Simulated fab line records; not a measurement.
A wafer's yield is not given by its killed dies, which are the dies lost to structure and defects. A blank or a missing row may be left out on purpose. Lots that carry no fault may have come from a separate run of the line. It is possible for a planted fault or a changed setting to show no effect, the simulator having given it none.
fab line records	flow n5Finfet
[record] lots = 10	wafers = 30	lastDay = 20
route steps=1938 shown BEOL_M0@737 BEOL_M1@752 BEOL_M4@1111 PASSIVATION@1936
lots untouched by any fault: they come from a run of this same line in which no faults occurred
startH: the number of hours between the record's first day and the start of the first shown wafer of the lot	waitH: hours elapsed since this lot's preceding step	" as in the row above	L1.1+2: one row covering several wafers at once	- value missing, or start not given	* or withheld: withheld	< > ~ a bound
route shown NAME@n: names a module that has steps shown in the file, with the first one's number in the route	usual: mean and standard deviation over wafers with no fault	same: alike in all rows	chamber/n: place in a boat	sites: readings site by site	_std_site: how widely they spread, as a standard deviation	_edge_site: the outer-site mean with the inner-site mean subtracted	radiusMm: how far each site lies from the wafer's centre	mask NAME#n: copy n	behind: the most recent tool/chamber to have shaped the wafer	hold: reason for holding the lot/hours on hold/outcome of the hold	device: names the non-switching transistor (n, p or np)	end of line: the route-end tests of the same wafers	where a step has no rows: the recipe by itself	killed: not the wafer's yield, but the dies lost to structure and defects at the first sort	map: a wafer's dies, marking killed ones x, the rest . and places with no die _
set.NAME: the setting the step ran with; set.NAME@STEP: the setting that earlier step ran with	model.NAME: the simulator's own value behind a step, which no gauge read
a sample of lots followed through the steps of the route, with each step as a table and each wafer as a row
services: the hour from which a tool's chamber was out of use, counted from the record's first day as startH (under 0 if before that day), plus the number of hours and why
[[steps]]
[step N5_BEOL_M0_ANNEAL_133]
[recipe] tempC = 400	timeS = 60	ambient = vacuum
[usual] heaterPowerW = 780/100	susceptorTempC = 400.00/0.22
lot.wafer	tool	chamber	startH	waitH	heaterPowerW	susceptorTempC
L673.2	pvdSputter-01	-	130.43	0.0	725	400.39
L673.3	"	-	"	"	870	400.09
L673.5	"	-	"	"	700	400.11
L676.3	pvdSputter-03	-	151.82	0.0	697	399.88
L676.5	"	-	"	"	796	399.89
L676.6	"	-	"	"	610	399.86
L680.2	pvdSputter-01	-	176.65	0.0	679	399.89
L680.5	"	-	"	"	751	399.90
L680.6	"	-	"	"	881	400.32
L681.1	pvdSputter-03	-	181.04	0.0	804	399.85
L681.3	"	-	"	"	691	400.23
L681.4	"	-	"	"	622	400.21
L682.1	pvdSputter-02	-	184.45	0.0	710	399.72
L682.2	"	-	"	"	865	399.98
L682.5	"	-	"	"	865	399.96
L684.2	pvdSputter-01	-	196.92	0.0	734	399.89
L684.5	"	-	"	"	716	400.08
L684.6	"	-	"	"	743	400.01
L689.3	pvdSputter-01	-	234.78	0.0	712	399.93
L689.4	"	-	"	"	776	400.04
L689.5	"	-	"	"	759	399.97
L691.2	pvdSputter-01	-	244.16	0.0	885	400.41
L691.3	"	-	"	"	773	400.12
L691.5	"	-	"	"	729	399.88
L693.1	pvdSputter-01	-	260.37	0.0	761	400.29
L693.4	"	-	"	"	768	399.73
L693.6	"	-	"	"	872	400.03
L694.1	pvdSputter-01	-	270.66	0.0	785	399.62
L694.4	"	-	"	"	898	399.89
L694.6	"	-	"	"	865	399.96
[step N5_BEOL_M0_SPUTTER_141]
[recipe] material = Cu	targetThkA = 40	tempC = -20	chamberPressurePa = 0.07	powerW = withheld	timeS = 7.37
[usual] susceptorTempC = -20.02/0.095	throttleValvePct = 30.3/1.5
lot.wafer	tool	chamber	startH	waitH	susceptorTempC	throttleValvePct
L673.2	pvdSputter-01	-	130.59	0.0	-20.06	29.3
L673.3	"	-	"	"	-20.12	32.9
L673.5	"	-	"	"	-20.07	29.4
L676.3	pvdSputter-03	-	151.98	0.0	-19.93	29.5
L676.5	"	-	"	"	-19.90	30.0
L676.6	"	-	"	"	-20.07	30.7
L680.2	pvdSputter-01	-	176.81	0.0	-19.96	29.2
L680.5	"	-	"	"	-20.01	29.8
L680.6	"	-	"	"	-19.95	32.8
L681.1	pvdSputter-03	-	181.20	0.0	-19.98	29.9
L681.3	"	-	"	"	-20.17	29.6
L681.4	"	-	"	"	-20.13	31.1
L682.1	pvdSputter-02	-	184.61	0.0	-19.83	32.3
L682.2	"	-	"	"	-19.92	29.2
L682.5	"	-	"	"	-20.00	29.1
L684.2	pvdSputter-01	-	197.08	0.0	-19.92	29.2
L684.5	"	-	"	"	-19.95	29.2
L684.6	"	-	"	"	-20.02	28.4
L689.3	pvdSputter-01	-	234.94	0.0	-19.79	29.3
L689.4	"	-	"	"	-19.92	29.8
L689.5	"	-	"	"	-19.89	29.8
L691.2	pvdSputter-01	-	244.32	0.0	-19.98	32.6
L691.3	"	-	"	"	-20.11	29.8
L691.5	"	-	"	"	-20.05	28.3
L693.1	pvdSputter-01	-	260.53	0.0	-19.97	29.9
L693.4	"	-	"	"	-19.92	28.3
L693.6	"	-	"	"	-20.02	32.9
L694.1	pvdSputter-01	-	270.82	0.0	-20.04	29.6
L694.4	"	-	"	"	-20.08	32.9
L694.6	"	-	"	"	-20.15	32.9
[step N5_BEOL_M1_THK_MEAS_01]
[recipe] reads = SiOC_of_BEOL_M1_ILD_DEP_00
[usual] M1_ILD_THK = 79.0/1.1
lot.wafer	tool	chamber	startH	waitH	M1_ILD_THK[nm]
L673.2	filmMetro-02	-	131.82	0.1	79.7
L673.3	"	-	"	"	79.0
L673.5	"	-	"	"	80.5
L676.3	filmMetro-02	-	153.24	0.1	78.1
L676.5	"	-	"	"	80.2
L676.6	"	-	"	"	80.3
L680.2	filmMetro-01	-	178.02	0.1	78.1
L680.5	"	-	"	"	80.0
L680.6	"	-	"	"	78.6
L681.1	filmMetro-01	-	182.80	0.0	77.2
L681.3	"	-	"	"	76.9
L681.4	"	-	"	"	77.8
L682.1	filmMetro-01	-	185.79	0.0	78.0
L682.2	"	-	"	"	77.7
L682.5	"	-	"	"	79.2
L684.2	filmMetro-01	-	198.26	0.1	78.3
L684.5	"	-	"	"	80.1
L684.6	"	-	"	"	81.2
L689.3	filmMetro-01	-	237.23	0.1	78.7
L689.4	"	-	"	"	79.5
L689.5	"	-	"	"	79.0
L691.2	filmMetro-02	-	245.80	0.1	78.8
L691.3	"	-	"	"	78.5
L691.5	"	-	"	"	80.6
L693.1	filmMetro-02	-	261.78	0.1	78.0
L693.4	"	-	"	"	79.7
L693.6	"	-	"	"	79.8
L694.1	filmMetro-01	-	272.01	0.0	79.6
L694.4	"	-	"	"	80.8
L694.6	"	-	"	"	81.4
[step N5_BEOL_M1_COAT_61]
[recipe] resist = SOC	tempC = 250	timeS = 60	spinRpm = 1500	resistThkNm = 60
[usual] spinSpeedRpm = 1500.3/1.2
lot.wafer	tool	chamber	startH	waitH	spinSpeedRpm
L673.2	lithoTrack-02	0	134.03	0.1	1500.5
L673.3	"	0	"	"	1500.8
L673.5	"	0	"	"	1500.0
L676.3	lithoTrack-02	0	154.75	0.1	1501.6
L676.5	"	0	"	"	1499.7
L676.6	"	0	"	"	1501.0
L680.2	lithoTrack-01	0	179.80	0.1	1499.0
L680.5	"	0	"	"	1499.5
L680.6	"	0	"	"	1500.3
L681.1	lithoTrack-02	0	183.93	0.1	1543.1
L681.3	"	0	"	"	1541.4
L681.4	"	0	"	"	1543.4
L682.1	lithoTrack-02	0	186.38	0.1	1541.1
L682.2	"	0	"	"	1538.1
L682.5	"	0	"	"	1539.4
L684.2	lithoTrack-04	0	198.59	0.1	1501.0
L684.5	"	0	"	"	1500.9
L684.6	"	0	"	"	1499.6
L689.3	lithoTrack-04	0	239.65	0.1	1502.1
L689.4	"	0	"	"	1501.1
L689.5	"	0	"	"	1500.1
L691.2	lithoTrack-01	0	247.82	0.5	1498.3
L691.3	"	0	"	"	1500.7
L691.5	"	0	"	"	1499.1
L693.1	lithoTrack-04	0	262.43	0.5	1499.8
L693.4	"	0	"	"	1500.2
L693.6	"	0	"	"	1500.5
L694.1	lithoTrack-02	0	273.73	0.1	1500.0
L694.4	"	0	"	"	1501.3
L694.6	"	0	"	"	1501.3
[step N5_BEOL_M4_RC_MEAS_101]
[usual] DIBL_N = 36.3/1.2	DIBL_P = 36.3/1.4	IOFF_N = 0.160/0.02	IOFF_P = 0.210/0.025	ION_N = 675/9.5	ION_P = 462/7	SS_N = 71.5/0.53	SS_P = 73.4/0.55	VT_N = 249.5/2.6	VT_P = -250.1/2.9
lot.wafer	tool	chamber	startH	waitH	DIBL_N[mV/V]	DIBL_P[mV/V]	IOFF_N[nA/um]	IOFF_P[nA/um]	ION_N[uA/um]	ION_P[uA/um]	SS_N[mV/dec]	SS_P[mV/dec]	VT_N[mV]	VT_P[mV]
L673.2	prober-02	0	210.61	0.2	36.3	34.9	0.153	0.215	677	470	71.7	73.4	250.1	-252.6
L673.3	"	0	"	"	34.5	32.6	0.122	0.183	668	466	70.6	73.0	249.7	-251.5
L673.5	"	0	"	"	35.9	34.7	0.137	0.208	664	461	70.9	74.0	249.9	-249.6
L676.3	prober-02	0	218.33	0.3	36.7	37.4	0.178	0.258	679	466	71.6	74.1	245.1	-243.4
L676.5	"	0	"	"	36.0	36.1	0.155	0.236	667	460	71.6	73.8	250.2	-246.4
L676.6	"	0	"	"	35.7	35.6	0.147	0.217	668	460	71.5	73.6	247.7	-246.2
L680.2	prober-02	0	247.90	0.2	36.4	35.8	0.157	0.224	671	462	71.4	72.4	251.7	-247.5
L680.5	"	0	"	"	34.4	34.2	0.134	0.198	666	465	70.9	72.1	250.7	-250.9
L680.6	"	0	"	"	34.4	33.7	0.129	0.191	661	461	71.1	72.8	250.5	-251.9
L681.1	prober-01	0	266.57	0.0	37.4	37.5	0.188	0.264	683	474	71.3	72.9	245.9	-243.1
L681.3	"	0	"	"	38.1	37.9	0.201	0.283	684	473	71.3	73.1	244.1	-245.8
L681.4	"	0	"	"	38.0	37.0	0.192	0.258	691	472	71.4	73.5	246.1	-245.2
L682.1	prober-02	0	282.97	0.0	35.2	34.7	0.131	0.185	658	450	71.7	73.8	254.0	-251.0
L682.2	"	0	"	"	35.2	36.1	0.147	0.210	684	468	70.9	73.9	251.6	-248.5
L682.5	"	0	"	"	36.1	36.3	0.147	0.188	664	453	71.8	73.7	252.1	-253.5
L684.2	prober-01	0	290.49	0.2	37.2	37.4	0.169	0.239	684	459	72.5	73.6	247.4	-250.6
L684.5	"	0	"	"	37.8	37.3	0.180	0.244	679	466	72.3	73.9	245.2	-247.5
L684.6	"	0	"	"	37.4	37.1	0.168	0.236	679	470	71.8	72.7	250.2	-246.4
L691.2	prober-01	0	334.53	0.2	35.8	36.4	0.172	0.200	682	461	70.8	73.0	246.2	-253.4
L691.3	"	0	"	"	35.5	34.8	0.154	0.179	676	458	71.4	73.1	247.9	-254.3
L691.5	"	0	"	"	34.8	34.7	0.147	0.184	677	464	70.5	72.1	250.8	-251.8
L689.3	prober-02	0	338.46	0.3	36.9	37.5	0.162	0.215	668	463	71.9	73.5	250.5	-248.9
L689.4	"	0	"	"	39.5	40.0	0.206	0.265	685	464	71.7	74.6	248.3	-246.1
L689.5	"	0	"	"	38.2	38.9	0.186	0.236	674	457	71.6	74.7	249.9	-248.1
L694.1	prober-01	0	356.00	0.0	33.8	35.9	0.157	0.187	675	459	70.8	73.3	248.4	-252.7
L694.4	"	0	"	"	35.6	36.3	0.190	0.194	668	452	71.2	73.7	248.9	-254.3
L694.6	"	0	"	"	36.2	37.2	0.183	0.204	668	452	71.7	74.0	250.5	-252.4
L693.1	prober-02	0	363.29	0.0	35.3	36.4	0.154	0.208	679	472	71.6	72.7	247.8	-249.9
L693.4	"	0	"	"	34.8	34.8	0.143	0.183	683	466	70.8	72.7	248.7	-250.5
L693.6	"	0	"	"	34.6	35.8	0.151	0.206	691	466	71.3	72.1	250.1	-247.9
[step N5_PASSIVATION_PROBE_49]
[usual] defectLimitedYield = 90.9/1.3	killed_at_M0_to_M3 = 36/11	killed_at_M4_up = 13/5.1	killedAtContacts = 14/4.9	killedAtFrontEnd = 41/10	killedAtOther = 3.4/2.6	killedDies = 107/16	killedOpen = 70/11	killedShort = 36/7.8	sort_bin_5_function = 5.4/0.84	sort_bin_6_memory = 3.4/0.67	sortNPass = 1073/16	sortYieldPct = 90.9/1.3
[same] grossDies = 1180	killedAtBackSide = 0	sort_bin_4_leakage[%] = 0	sort_bin_8_speed[%] = 0
lot.wafer	tool	chamber	startH	waitH	defectLimitedYield[%]	killed_at_M0_to_M3	killed_at_M4_up	killedAtContacts	killedAtFrontEnd	killedAtOther	killedDies	killedOpen	killedShort	sort_bin_5_function[%]	sort_bin_6_memory[%]	sortNPass	sortYieldPct[%]
L676.3	prober-02	-	334.78	0.1	90.8	55	11	12	30	0	108	79	29	5.5	3.2	1072	90.8
L676.5	prober-02	-	334.88	0.2	91.6	33	9	16	39	2	99	76	22	5.1	3.1	1081	91.6
L676.6	prober-02	-	334.93	0.3	91.9	29	16	23	26	1	95	60	35	5.7	2.1	1085	91.9
L673.2	prober-02	-	340.09	0.1	93.1	17	19	9	31	6	82	58	24	4.4	2.2	1098	93.1
L673.3	prober-02	-	340.14	0.1	92.9	23	17	13	26	5	84	54	29	5.1	1.9	1096	92.9
L673.5	prober-02	-	340.24	0.2	90.3	46	11	13	37	8	115	82	33	6.1	3.5	1065	90.3
L680.2	prober-01	-	363.81	0.1	90.4	23	20	13	53	4	113	63	46	6.2	3.1	1067	90.4
L680.5	prober-01	-	363.96	0.2	91.6	27	14	14	42	2	99	66	32	5.1	3.1	1081	91.6
L680.6	prober-01	-	364.01	0.3	92.5	23	6	11	47	2	89	59	29	4.1	3.0	1091	92.5
L681.1	prober-02	-	369.12	0.0	92.2	25	3	27	36	1	92	61	30	4.0	3.3	1088	92.2
L681.3	prober-02	-	369.22	0.1	91.4	27	10	18	40	6	101	69	27	5.3	2.6	1079	91.4
L681.4	prober-02	-	369.27	0.2	91.1	37	11	9	48	0	105	68	36	5.3	2.8	1075	91.1
L682.1	prober-01	-	385.14	0.0	89.2	33	12	10	68	5	128	83	44	6.4	4.2	1052	89.2
L682.2	prober-01	-	385.19	0.1	87.8	44	19	22	56	3	144	100	41	7.0	4.6	1036	87.8
L682.5	prober-01	-	385.34	0.2	90.9	20	20	14	50	3	107	78	27	5.6	3.2	1073	90.9
L684.2	prober-01	-	395.95	0.1	90.4	38	21	9	40	5	113	73	40	6.4	3.1	1067	90.4
L684.5	prober-01	-	396.10	0.2	89.6	46	18	18	34	7	123	78	44	5.9	4.1	1057	89.6
L684.6	prober-01	-	396.15	0.3	89.8	43	12	8	53	4	120	68	51	6.1	3.7	1060	89.8
L691.2	prober-01	-	438.66	0.1	89.3	35	25	14	46	6	126	75	47	5.8	4.5	1054	89.3
L691.3	prober-01	-	438.71	0.1	88.6	49	27	20	34	5	135	83	50	6.6	4.4	1045	88.6
L691.5	prober-01	-	438.81	0.2	91.4	17	17	14	49	4	101	69	31	4.7	3.5	1079	91.4
L689.3	prober-01	-	462.46	0.1	91.4	36	10	11	40	4	101	74	26	5.9	2.4	1079	91.4
L689.4	prober-01	-	462.51	0.2	90.3	48	7	15	42	3	115	79	34	5.3	4.1	1065	90.3
L689.5	prober-01	-	462.56	0.2	87.3	66	12	16	49	7	150	92	56	6.9	4.8	1030	87.3
L694.1	prober-01	-	465.15	0.1	90.1	53	18	8	38	0	117	67	45	6.2	3.3	1063	90.1
L694.4	prober-01	-	465.30	0.2	92.1	35	17	13	28	0	93	65	26	4.1	3.7	1087	92.1
L694.6	prober-01	-	465.40	0.3	90.8	30	13	11	51	3	108	63	36	5.2	3.0	1072	90.8
L693.1	prober-01	-	479.05	0.0	89.4	50	18	6	51	0	125	96	28	6.5	4.1	1055	89.4
L693.4	prober-01	-	479.20	0.2	89.5	52	18	9	41	4	124	70	50	5.6	4.4	1056	89.5
L693.6	prober-01	-	479.30	0.3	89.8	54	16	8	41	1	120	69	48	5.8	4.3	1060	89.8
// killed by level:class
L676.3 BEOL_M0_SAQP:geometricParticle:open=21 BEOL_M0_SAQP:geometricParticle:short=13 STI_FIN_REVEAL:geometricParticle:open=12 MOL_CONTACT_COAG:geometricParticle:open=12 BEOL_M3:geometricParticle:open=8 BEOL_M2:geometricParticle:open=6 BEOL_M3:geometricParticle:short=4 FIN_SAQP:geometricParticle:open=3
L676.5 MOL_CONTACT_COAG:geometricParticle:open=14 STI_FIN_REVEAL:geometricParticle:open=12 FIN_SAQP:geometricParticle:open=11 BEOL_M3:geometricParticle:open=9 BEOL_M2:geometricParticle:open=6 BEOL_M0_SAQP:geometricParticle:open=5 STI_FIN_REVEAL:geometricParticle:short=4 GATE_CUT:geometricParticle:short=4
L676.6 MOL_CONTACT_COAG:geometricParticle:open=17 STI_FIN_REVEAL:geometricParticle:open=12 BEOL_M0_SAQP:geometricParticle:short=8 MOL_CONTACT_COAG:geometricParticle:short=6 BEOL_M3:geometricParticle:open=6 BEOL_M0_SAQP:geometricParticle:open=5 BEOL_M4:geometricParticle:open=5 STI_FIN_REVEAL:geometricParticle:short=3
L673.2 STI_FIN_REVEAL:geometricParticle:open=8 BEOL_M4:geometricParticle:open=8 MOL_CONTACT_COAG:geometricParticle:open=7 BEOL_M0_SAQP:geometricParticle:short=6 DUMMY_GATE:geometricParticle:open=6 BEOL_M0_SAQP:geometricParticle:open=6 FIN_SAQP:geometricParticle:open=5 BEOL_M5:geometricParticle:open=4
L673.3 MOL_CONTACT_COAG:geometricParticle:open=9 BEOL_M6:geometricParticle:open=6 FIN_SAQP:geometricParticle:open=4 MOL_CONTACT_COAG:geometricParticle:short=4 BEOL_M0_SAQP:geometricParticle:short=4 BEOL_M0:geometricParticle:open=4 BEOL_M2:geometricParticle:open=4 BEOL_M4:geometricParticle:open=4
L673.5 BEOL_M0_SAQP:geometricParticle:open=17 BEOL_M0_SAQP:geometricParticle:short=15 MOL_CONTACT_COAG:geometricParticle:open=10 STI_FIN_REVEAL:geometricParticle:open=9 DUMMY_GATE:geometricParticle:open=8 GATE_CUT:geometricParticle:open=4 BEOL_M1:geometricParticle:open=4 BEOL_M3:geometricParticle:open=4
L680.2 STI_FIN_REVEAL:geometricParticle:open=21 MOL_CONTACT_COAG:geometricParticle:open=10 BEOL_M4:geometricParticle:open=10 BEOL_M2:geometricParticle:short=7 FIN_SAQP:geometricParticle:short=6 GATE_CUT:geometricParticle:short=6 STI_FIN_REVEAL:geometricParticle:short=5 BEOL_M3:geometricParticle:open=5
L680.5 BEOL_M3:geometricParticle:open=12 MOL_CONTACT_COAG:geometricParticle:open=10 FIN_SAQP:geometricParticle:open=8 FIN_SAQP:geometricParticle:short=8 DUMMY_GATE:geometricParticle:open=6 BEOL_M4:geometricParticle:open=6 STI_FIN_REVEAL:geometricParticle:open=4 GATE_CUT:geometricParticle:short=4
L680.6 FIN_SAQP:geometricParticle:open=11 STI_FIN_REVEAL:geometricParticle:open=10 MOL_CONTACT_COAG:geometricParticle:open=10 BEOL_M3:geometricParticle:short=9 FIN_SAQP:geometricParticle:short=4 BEOL_M3:geometricParticle:open=4 BEOL_M1:geometricParticle:open=4 STI_FIN_REVEAL:geometricParticle:short=3
L681.1 MOL_CONTACT_COAG:geometricParticle:open=23 FIN_SAQP:geometricParticle:short=15 FIN_SAQP:geometricParticle:open=10 BEOL_M1:geometricParticle:open=9 BEOL_M0_SAQP:geometricParticle:open=5 MOL_CONTACT_COAG:geometricParticle:short=4 BEOL_M3:geometricParticle:open=4 ILD0:geometricParticle:short=3
L681.3 FIN_SAQP:geometricParticle:open=20 MOL_CONTACT_COAG:geometricParticle:open=15 FIN_SAQP:geometricParticle:short=6 BEOL_M2:geometricParticle:short=5 BEOL_M3:geometricParticle:open=4 BEOL_M0_SAQP:geometricParticle:short=4 BEOL_M0_SAQP:geometricParticle:open=4 PASS1_DEP:geometricParticle:open=4
L681.4 FIN_SAQP:geometricParticle:open=14 FIN_SAQP:geometricParticle:short=10 BEOL_M4:geometricParticle:open=8 BEOL_M0_SAQP:geometricParticle:open=8 MOL_CONTACT_COAG:geometricParticle:open=7 BEOL_M0_SAQP:geometricParticle:short=7 ILD0:geometricParticle:short=6 BEOL_M0:geometricParticle:open=6
L682.1 FIN_SAQP:geometricParticle:open=23 FIN_SAQP:geometricParticle:short=10 STI_FIN_REVEAL:geometricParticle:open=10 MOL_CONTACT_COAG:geometricParticle:open=7 BEOL_M0_SAQP:geometricParticle:short=7 BEOL_M3:geometricParticle:open=7 GATE_CUT:geometricParticle:short=5 BEOL_M0_SAQP:geometricParticle:open=5
L682.2 MOL_CONTACT_COAG:geometricParticle:open=17 STI_FIN_REVEAL:geometricParticle:open=16 BEOL_M0_SAQP:geometricParticle:short=11 BEOL_M2:geometricParticle:open=11 FIN_SAQP:geometricParticle:open=9 BEOL_M3:geometricParticle:open=9 BEOL_M4:geometricParticle:open=8 BEOL_M0_SAQP:geometricParticle:open=6
L682.5 STI_FIN_REVEAL:geometricParticle:open=17 MOL_CONTACT_COAG:geometricParticle:open=12 FIN_SAQP:geometricParticle:open=11 BEOL_M4:geometricParticle:open=8 BEOL_M2:geometricParticle:open=6 STARTING-WAFER:geometricParticle:short=6 ILD0:geometricParticle:open=4 BEOL_M0_SAQP:geometricParticle:open=4
L684.2 FIN_SAQP:geometricParticle:open=14 BEOL_M0_SAQP:geometricParticle:open=11 BEOL_M4:geometricParticle:open=11 FIN_SAQP:geometricParticle:short=9 BEOL_M0_SAQP:geometricParticle:short=8 BEOL_M3:geometricParticle:open=8 MOL_CONTACT_COAG:geometricParticle:open=6 GATE_CUT:geometricParticle:short=5
L684.5 BEOL_M0_SAQP:geometricParticle:open=16 MOL_CONTACT_COAG:geometricParticle:open=13 FIN_SAQP:geometricParticle:short=11 FIN_SAQP:geometricParticle:open=9 BEOL_M0_SAQP:geometricParticle:short=9 BEOL_M3:geometricParticle:open=9 BEOL_M4:geometricParticle:open=7 MOL_CONTACT_COAG:geometricParticle:short=5
L684.6 FIN_SAQP:geometricParticle:short=14 BEOL_M0_SAQP:geometricParticle:open=13 BEOL_M0_SAQP:geometricParticle:short=9 DUMMY_GATE:geometricParticle:open=7 GATE_CUT:geometricParticle:short=7 MOL_CONTACT_COAG:geometricParticle:open=7 FIN_SAQP:geometricParticle:open=6 BEOL_M1:geometricParticle:open=6
L691.2 FIN_SAQP:geometricParticle:short=11 MOL_CONTACT_COAG:geometricParticle:open=11 BEOL_M0_SAQP:geometricParticle:open=8 STI_FIN_REVEAL:geometricParticle:open=7 BEOL_M3:geometricParticle:open=7 BEOL_M4:geometricParticle:open=7 DUMMY_GATE:geometricParticle:open=6 FIN_SAQP:geometricParticle:open=5
L691.3 MOL_CONTACT_COAG:geometricParticle:open=13 BEOL_M0_SAQP:geometricParticle:short=12 BEOL_M4:geometricParticle:open=11 BEOL_M1:geometricParticle:open=10 BEOL_M2:geometricParticle:open=8 MOL_CONTACT_COAG:geometricParticle:short=7 BEOL_M3:geometricParticle:open=7 FIN_SAQP:geometricParticle:short=6
L691.5 STI_FIN_REVEAL:geometricParticle:open=20 GATE_CUT:geometricParticle:short=11 MOL_CONTACT_COAG:geometricParticle:open=11 BEOL_M5:geometricParticle:open=6 BEOL_M0_SAQP:geometricParticle:short=5 BEOL_M4:geometricParticle:open=5 GATE_CUT:geometricParticle:open=4 BEOL_M0_SAQP:geometricParticle:open=4
L689.3 BEOL_M0_SAQP:geometricParticle:open=12 STI_FIN_REVEAL:geometricParticle:open=10 FIN_SAQP:geometricParticle:open=8 DUMMY_GATE:geometricParticle:open=8 MOL_CONTACT_COAG:geometricParticle:open=8 BEOL_M2:geometricParticle:open=7 BEOL_M1:geometricParticle:open=6 FIN_SAQP:geometricParticle:short=5
L689.4 BEOL_M0_SAQP:geometricParticle:open=15 BEOL_M0_SAQP:geometricParticle:short=12 MOL_CONTACT_COAG:geometricParticle:open=10 STI_FIN_REVEAL:geometricParticle:open=9 FIN_SAQP:geometricParticle:open=8 DUMMY_GATE:geometricParticle:open=8 BEOL_M1:geometricParticle:open=8 BEOL_M2:geometricParticle:open=7
L689.5 FIN_SAQP:geometricParticle:open=16 BEOL_M0_SAQP:geometricParticle:short=16 BEOL_M0_SAQP:geometricParticle:open=14 BEOL_M2:geometricParticle:short=13 FIN_SAQP:geometricParticle:short=10 DUMMY_GATE:geometricParticle:open=10 MOL_CONTACT_COAG:geometricParticle:open=10 BEOL_M1:geometricParticle:open=9
L694.1 BEOL_M0_SAQP:geometricParticle:short=19 BEOL_M0_SAQP:geometricParticle:open=14 BEOL_M2:geometricParticle:open=8 MOL_CONTACT_COAG:geometricParticle:open=6 STI_FIN_REVEAL:geometricParticle:open=5 DUMMY_GATE:geometricParticle:open=5 BEOL_M5:geometricParticle:short=5 BEOL_M4:geometricParticle:open=5
L694.4 BEOL_M1:geometricParticle:open=12 MOL_CONTACT_COAG:geometricParticle:open=10 BEOL_M4:geometricParticle:open=7 DUMMY_GATE:geometricParticle:open=6 BEOL_M0_SAQP:geometricParticle:open=6 BEOL_M3:geometricParticle:open=5 BEOL_M0_SAQP:geometricParticle:short=5 FIN_SAQP:geometricParticle:short=4
L694.6 DUMMY_GATE:geometricParticle:open=14 MOL_CONTACT_COAG:geometricParticle:open=9 BEOL_M0_SAQP:geometricParticle:open=9 BEOL_M1:geometricParticle:open=7 HKMG_FIN:areaEtch=6 FIN_SAQP:geometricParticle:open=4 FIN_SAQP:geometricParticle:short=4 BEOL_M5:geometricParticle:short=4
L693.1 FIN_SAQP:geometricParticle:open=15 BEOL_M1:geometricParticle:open=11 BEOL_M3:geometricParticle:open=10 BEOL_M0_SAQP:geometricParticle:open=10 BEOL_M4:geometricParticle:open=8 FIN_SAQP:geometricParticle:short=7 STI_FIN_REVEAL:geometricParticle:open=6 BEOL_M2:geometricParticle:open=6
L693.4 STI_FIN_REVEAL:geometricParticle:open=14 BEOL_M0_SAQP:geometricParticle:short=14 BEOL_M2:geometricParticle:open=11 BEOL_M0_SAQP:geometricParticle:open=7 FIN_SAQP:geometricParticle:short=6 MOL_CONTACT_COAG:geometricParticle:open=5 BEOL_M4:geometricParticle:open=5 STI_FIN_REVEAL:geometricParticle:short=4
L693.6 FIN_SAQP:geometricParticle:short=15 BEOL_M0_SAQP:geometricParticle:short=14 BEOL_M2:geometricParticle:open=12 BEOL_M0_SAQP:geometricParticle:open=10 BEOL_M4:geometricParticle:open=10 BEOL_M1:geometricParticle:open=9 FIN_SAQP:geometricParticle:open=5 DUMMY_GATE:geometricParticle:open=5
[[services]]
tool	chamber	startH	hours	kind
pvdSputter-01	-	112.49	2.9	repair
lithoTrack-02	-	185.61	-	consumableReplace:filter
lithoTrack-02	-	268.20	-	consumableReplace:filter
[[key]]
[firstSign] step = N5_BEOL_M1_COAT_61	reading = spinSpeedRpm	direction = up	sigmas = 34	usual = *	struck = *
effect none on later readings
metAt N5_BEOL_M1_COAT_61
struckLots L681,L682
notActingAt N5_BEOL_M0_ANNEAL_133,N5_BEOL_M0_SPUTTER_141,N5_BEOL_M1_THK_MEAS_01
onsetBetween 154.75 183.93
[fault] kind = processParameterDrift	tool = lithoTrack-02	chamber = -	onsetH = 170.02	steps = N5_BEOL_M1_COAT_61	channel = spinRpm	offset = *	shape = step	endH = 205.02	actsIn = *	stated = *
